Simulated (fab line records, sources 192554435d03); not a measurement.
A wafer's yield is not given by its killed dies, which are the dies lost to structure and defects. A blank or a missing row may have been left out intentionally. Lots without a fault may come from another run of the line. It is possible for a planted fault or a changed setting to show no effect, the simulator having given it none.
Split-lot study :: flow n5_finfet :: 39 wafers read across 7 lots, on a route 1938 steps long

== THE SPLIT ==
At N5_BEOL_M2_DESCUM_33 (chemistry O2, time 7 s), the setting time_s was moved away from the recipe's 7 s on 15 of the 39 wafers read, by -57.1% to +58.3%. For the rest of the wafers, this setting stayed at what the recipe calls for.

== THE PATH FROM SPLIT TO READING: the file shows 1 step between them ==
- N5_BEOL_M2_ETCH_77: etches underlayer in N2/H2, target depth 6.5 nm, time 5.2 s

== THE READING ==
CAR-EUV_of_BEOL_M2_COAT_22.thk_nm (the simulator's own value, which no gauge read), in nm, at N5_BEOL_M2_ETCH_69 (etches SiARC in CF4, target depth 15.6 nm, time 26 s). No usual value for it is given in the file. Across the 24 wafers here that went through the recipe, the average is 11.2 nm and the standard deviation 0.094 nm.

wafer: L079.1
tool, chamber at the split: rie_diel-02, 3,1,1
time_s as run, s: 9.776
against the recipe: +39.7%
CAR-EUV_of_BEOL_M2_COAT_22.thk_nm, nm: 9.8
against lot-mates on the recipe: -1.4

wafer: L079.3
tool, chamber at the split: rie_diel-02, 3,1,1
time_s as run, s: 9.776
against the recipe: +39.7%
CAR-EUV_of_BEOL_M2_COAT_22.thk_nm, nm: 9.8
against lot-mates on the recipe: -1.4

wafer: L079.5
tool, chamber at the split: rie_diel-02, 3,1,1
time_s as run, s: 9.776
against the recipe: +39.7%
CAR-EUV_of_BEOL_M2_COAT_22.thk_nm, nm: 9.8
against lot-mates on the recipe: -1.4

wafer: L079.2
tool, chamber at the split: rie_diel-02, 0
time_s as run, s: 7
against the recipe: recipe
CAR-EUV_of_BEOL_M2_COAT_22.thk_nm, nm: 11.2
against lot-mates on the recipe: -

wafer: L079.4
tool, chamber at the split: rie_diel-02, 2
time_s as run, s: 7
against the recipe: recipe
CAR-EUV_of_BEOL_M2_COAT_22.thk_nm, nm: 11.2
against lot-mates on the recipe: -

wafer: L079.6
tool, chamber at the split: rie_diel-02, 2
time_s as run, s: 7
against the recipe: recipe
CAR-EUV_of_BEOL_M2_COAT_22.thk_nm, nm: 11.2
against lot-mates on the recipe: -

wafer: L084.1
tool, chamber at the split: rie_diel-02, 3,1,3
time_s as run, s: 7
against the recipe: recipe
CAR-EUV_of_BEOL_M2_COAT_22.thk_nm, nm: 11
against lot-mates on the recipe: -

wafer: L084.2
tool, chamber at the split: rie_diel-02, 3,1,3
time_s as run, s: 7
against the recipe: recipe
CAR-EUV_of_BEOL_M2_COAT_22.thk_nm, nm: 11
against lot-mates on the recipe: -

wafer: L084.6
tool, chamber at the split: rie_diel-02, 3,1,3
time_s as run, s: 7
against the recipe: recipe
CAR-EUV_of_BEOL_M2_COAT_22.thk_nm, nm: 11
against lot-mates on the recipe: -

wafer: L084.3
tool, chamber at the split: rie_diel-02, 0,2
time_s as run, s: 11.08
against the recipe: +58.3%
CAR-EUV_of_BEOL_M2_COAT_22.thk_nm, nm: 9
against lot-mates on the recipe: -2.0

wafer: L084.4
tool, chamber at the split: rie_diel-02, 0,2
time_s as run, s: 11.08
against the recipe: +58.3%
CAR-EUV_of_BEOL_M2_COAT_22.thk_nm, nm: 9
against lot-mates on the recipe: -2.0

wafer: L084.5
tool, chamber at the split: rie_diel-02, 0
time_s as run, s: 11.08
against the recipe: +58.3%
CAR-EUV_of_BEOL_M2_COAT_22.thk_nm, nm: 9
against lot-mates on the recipe: -2.0

wafer: L083.1
tool, chamber at the split: rie_diel-02, 0,1,0
time_s as run, s: 7
against the recipe: recipe
CAR-EUV_of_BEOL_M2_COAT_22.thk_nm, nm: 11
against lot-mates on the recipe: -

wafer: L083.6
tool, chamber at the split: rie_diel-02, 0,1,0
time_s as run, s: 7
against the recipe: recipe
CAR-EUV_of_BEOL_M2_COAT_22.thk_nm, nm: 11
against lot-mates on the recipe: -

wafer: L083.5
tool, chamber at the split: rie_diel-02, 0,1,0
time_s as run, s: 7
against the recipe: recipe
CAR-EUV_of_BEOL_M2_COAT_22.thk_nm, nm: 11.2
against lot-mates on the recipe: -

wafer: L087.1
tool, chamber at the split: rie_diel-04, 0,3,2
time_s as run, s: 3.006
against the recipe: -57.1%
CAR-EUV_of_BEOL_M2_COAT_22.thk_nm, nm: 13.2
against lot-mates on the recipe: +2.0

wafer: L087.4
tool, chamber at the split: rie_diel-04, 0,3,2
time_s as run, s: 3.006
against the recipe: -57.1%
CAR-EUV_of_BEOL_M2_COAT_22.thk_nm, nm: 13.2
against lot-mates on the recipe: +2.0

wafer: L087.5
tool, chamber at the split: rie_diel-04, 0,3,2
time_s as run, s: 3.006
against the recipe: -57.1%
CAR-EUV_of_BEOL_M2_COAT_22.thk_nm, nm: 13.2
against lot-mates on the recipe: +2.0

wafer: L087.2
tool, chamber at the split: rie_diel-04, 3
time_s as run, s: 7
against the recipe: recipe
CAR-EUV_of_BEOL_M2_COAT_22.thk_nm, nm: 11.2
against lot-mates on the recipe: -

wafer: L087.3
tool, chamber at the split: rie_diel-04, 2,0
time_s as run, s: 7
against the recipe: recipe
CAR-EUV_of_BEOL_M2_COAT_22.thk_nm, nm: 11.2
against lot-mates on the recipe: -

wafer: L087.6
tool, chamber at the split: rie_diel-04, 2,0
time_s as run, s: 7
against the recipe: recipe
CAR-EUV_of_BEOL_M2_COAT_22.thk_nm, nm: 11.2
against lot-mates on the recipe: -

wafer: L090.1
tool, chamber at the split: rie_diel-02, 1,2,0
time_s as run, s: 7
against the recipe: recipe
CAR-EUV_of_BEOL_M2_COAT_22.thk_nm, nm: 11.4
against lot-mates on the recipe: -

wafer: L090.2
tool, chamber at the split: rie_diel-02, 0,2,1
time_s as run, s: 10.2
against the recipe: +45.7%
CAR-EUV_of_BEOL_M2_COAT_22.thk_nm, nm: 9.6
against lot-mates on the recipe: -1.7

wafer: L090.6
tool, chamber at the split: rie_diel-02, 0,2,1
time_s as run, s: 10.2
against the recipe: +45.7%
CAR-EUV_of_BEOL_M2_COAT_22.thk_nm, nm: 9.6
against lot-mates on the recipe: -1.7

wafer: L090.3
tool, chamber at the split: rie_diel-02, 1,2,0
time_s as run, s: 7
against the recipe: recipe
CAR-EUV_of_BEOL_M2_COAT_22.thk_nm, nm: 11.2
against lot-mates on the recipe: -

wafer: L090.4
tool, chamber at the split: rie_diel-02, 1,2,0
time_s as run, s: 7
against the recipe: recipe
CAR-EUV_of_BEOL_M2_COAT_22.thk_nm, nm: 11.2
against lot-mates on the recipe: -

wafer: L090.5
tool, chamber at the split: rie_diel-02, 0,2,1
time_s as run, s: 10.2
against the recipe: +45.7%
CAR-EUV_of_BEOL_M2_COAT_22.thk_nm, nm: 9.8
against lot-mates on the recipe: -1.5

wafer: L092.1
tool, chamber at the split: rie_diel-01, 0,2,3,2,1
time_s as run, s: 7
against the recipe: recipe
CAR-EUV_of_BEOL_M2_COAT_22.thk_nm, nm: 11.2
against lot-mates on the recipe: -

wafer: L092.2
tool, chamber at the split: rie_diel-01, 0,2,3,2,1
time_s as run, s: 7
against the recipe: recipe
CAR-EUV_of_BEOL_M2_COAT_22.thk_nm, nm: 11.2
against lot-mates on the recipe: -

wafer: L092.3
tool, chamber at the split: rie_diel-01, 0,2,3,2,1
time_s as run, s: 7
against the recipe: recipe
CAR-EUV_of_BEOL_M2_COAT_22.thk_nm, nm: 11.2
against lot-mates on the recipe: -

wafer: L092.4
tool, chamber at the split: rie_diel-01, 1
time_s as run, s: 7
against the recipe: recipe
CAR-EUV_of_BEOL_M2_COAT_22.thk_nm, nm: 11.2
against lot-mates on the recipe: -

wafer: L092.5
tool, chamber at the split: rie_diel-01, 0,2,3,2,1
time_s as run, s: 7
against the recipe: recipe
CAR-EUV_of_BEOL_M2_COAT_22.thk_nm, nm: 11.2
against lot-mates on the recipe: -

wafer: L092.6
tool, chamber at the split: rie_diel-01, 0,2,3,2,1
time_s as run, s: 7
against the recipe: recipe
CAR-EUV_of_BEOL_M2_COAT_22.thk_nm, nm: 11.2
against lot-mates on the recipe: -

wafer: L097.1
tool, chamber at the split: rie_diel-02, 3
time_s as run, s: 4.38
against the recipe: -37.4%
CAR-EUV_of_BEOL_M2_COAT_22.thk_nm, nm: 12.2
against lot-mates on the recipe: +1.0

wafer: L097.2
tool, chamber at the split: rie_diel-02, 1
time_s as run, s: 7
against the recipe: recipe
CAR-EUV_of_BEOL_M2_COAT_22.thk_nm, nm: 11.2
against lot-mates on the recipe: -

wafer: L097.4
tool, chamber at the split: rie_diel-02, 1,0
time_s as run, s: 7
against the recipe: recipe
CAR-EUV_of_BEOL_M2_COAT_22.thk_nm, nm: 11.2
against lot-mates on the recipe: -

wafer: L097.6
tool, chamber at the split: rie_diel-02, 1,0
time_s as run, s: 7
against the recipe: recipe
CAR-EUV_of_BEOL_M2_COAT_22.thk_nm, nm: 11.2
against lot-mates on the recipe: -

wafer: L097.3
tool, chamber at the split: rie_diel-02, 0,3
time_s as run, s: 4.38
against the recipe: -37.4%
CAR-EUV_of_BEOL_M2_COAT_22.thk_nm, nm: 12.4
against lot-mates on the recipe: +1.2

wafer: L097.5
tool, chamber at the split: rie_diel-02, 0,3
time_s as run, s: 4.38
against the recipe: -37.4%
CAR-EUV_of_BEOL_M2_COAT_22.thk_nm, nm: 12.4
against lot-mates on the recipe: +1.2
The file does not say which wafer passed through which chamber wherever a row lists several chambers: such a row stands for several wafers.

FIT RESULTS
A straight line over all 39 wafers: CAR-EUV_of_BEOL_M2_COAT_22.thk_nm changes by -0.0348 nm for each +1% of time_s; r = -1.00; the points scatter about the line by 0.11 nm.
The same after taking each lot's own level away (the mean of its wafers on the recipe; 39 wafers): -0.0342 nm for each +1%; r = -1.00; scatter 0.07 nm.
Per that fit: largest time_s move, reading shift of 2 nm.
Across the lots, their own levels run from 11.00 to 11.27 nm, a range of 2.8 times the standard deviation given above.
Hence the lot-to-lot level has little effect on the slope; both slopes agree.
Check: for one of the wafers moved furthest among these (+58.3%), held out of the fit, the line's prediction against its lot-mates is -2.01 nm. Against them it came out at -2 nm.

== FURTHER SPLITS ON THESE WAFERS ==
Before the reading, these wafers also passed through other splits. Each is held against what the fit with the lots' levels taken away leaves over:
other split on the same wafers: N5_FIN_SAQP_SPACER1_ALD_24 ald_cycles
wafers away from the commonest value: 15
r with CAR-EUV_of_BEOL_M2_COAT_22.thk_nm (lot level and that fit taken away): -0.22

other split on the same wafers: N5_SD_EPI_P_EPI_21 time_s
wafers away from the commonest value: 15
r with CAR-EUV_of_BEOL_M2_COAT_22.thk_nm (lot level and that fit taken away): +0.27

other split on the same wafers: N5_MOL_CONTACT_COAG_ETCHBACK_135 time_s
wafers away from the commonest value: 9
r with CAR-EUV_of_BEOL_M2_COAT_22.thk_nm (lot level and that fit taken away): +0.29

== THE WHOLE CHAIN: every reading that the file lists as answering this split, in the file's order ==
step: N5_BEOL_M2_DESCUM_33
what it does: chemistry O2, time 7 s
reading: CAR-EUV_of_BEOL_M2_COAT_22.thk_nm (the simulator's own value, which no gauge read)
change (the file's fit): -0.0349 nm for each +1% of the setting
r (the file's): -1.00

step: N5_BEOL_M2_ETCH_69
what it does: etches SiARC in CF4, target depth 15.6 nm, time 26 s
reading: CAR-EUV_of_BEOL_M2_COAT_22.thk_nm (the simulator's own value, which no gauge read)
change (the file's fit): -0.0343 nm for each +1% of the setting
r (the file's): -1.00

== FILE'S OWN FIT ==
CAR-EUV_of_BEOL_M2_COAT_22.thk_nm changes by -0.0343 nm for each +1% of time_s, r = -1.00.
